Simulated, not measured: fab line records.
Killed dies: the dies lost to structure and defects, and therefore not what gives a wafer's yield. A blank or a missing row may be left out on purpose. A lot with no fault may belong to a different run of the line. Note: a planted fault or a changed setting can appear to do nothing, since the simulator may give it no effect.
Matching of chambers || flow n5Finfet || 3 sister chambers for N5_BEOL_M9_CVD_78 on cvdCo-02
The step deposits Co from CCTBA/H2, target thk 2 nm, time 138.9 s. 3 wafers are shown with their chamber, then 7 later ones without.

## WAFERS WITH THEIR CHAMBER
{"wafer": "L127.2", "chamber": 0, "runLengthS (s)": 161.3}
{"wafer": "L124.1", "chamber": 1, "runLengthS (s)": 161.0}
{"wafer": "L124.2", "chamber": 2, "runLengthS (s)": 162.7}

## WAFERS WHOSE CHAMBER IS MISSING
{"wafer": "L124.4", "runLengthS (s)": 161.2}
{"wafer": "L131.1", "runLengthS (s)": 163.0}
{"wafer": "L131.3", "runLengthS (s)": 161.1}
{"wafer": "L131.4", "runLengthS (s)": 162.2}
{"wafer": "L136.2", "runLengthS (s)": 161.5}
{"wafer": "L136.3", "runLengthS (s)": 161.4}
{"wafer": "L138.2", "runLengthS (s)": 161.5}

## EACH ONE'S CHAMBER
{"wafer": "L124.4", "from the rows above": "can't be placed: 0 or 1", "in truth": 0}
{"wafer": "L131.1", "from the rows above": 2, "in truth": 2}
{"wafer": "L131.3", "from the rows above": "can't be placed: 1 or 0", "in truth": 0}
{"wafer": "L131.4", "from the rows above": "can't be placed: 2 or 0", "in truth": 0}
{"wafer": "L136.2", "from the rows above": "can't be placed: 0 or 1", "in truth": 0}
{"wafer": "L136.3", "from the rows above": "can't be placed: 0 or 1", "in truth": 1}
{"wafer": "L138.2", "from the rows above": "can't be placed: 0 or 1", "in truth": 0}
1 of 7 placed correctly. Cannot be placed on the basis of these rows: 6; the candidates contain the true chamber in 6. 0 placed wrongly.
How it was worked out, from the rows above alone: a wafer's distance from a chamber is the root of the sum, over the readings, of the square of ((its reading less the chamber's mean) divided by the reading's scatter). If the next closest chamber is less than 2 further off than the closest, the wafer can't be placed; otherwise it belongs to the closest. For every chamber, the mean is computed from those of its wafers that are shown. The scatter: root of mean squared gap, hidden wafer to nearest shown wafer, with one shown wafer a chamber.
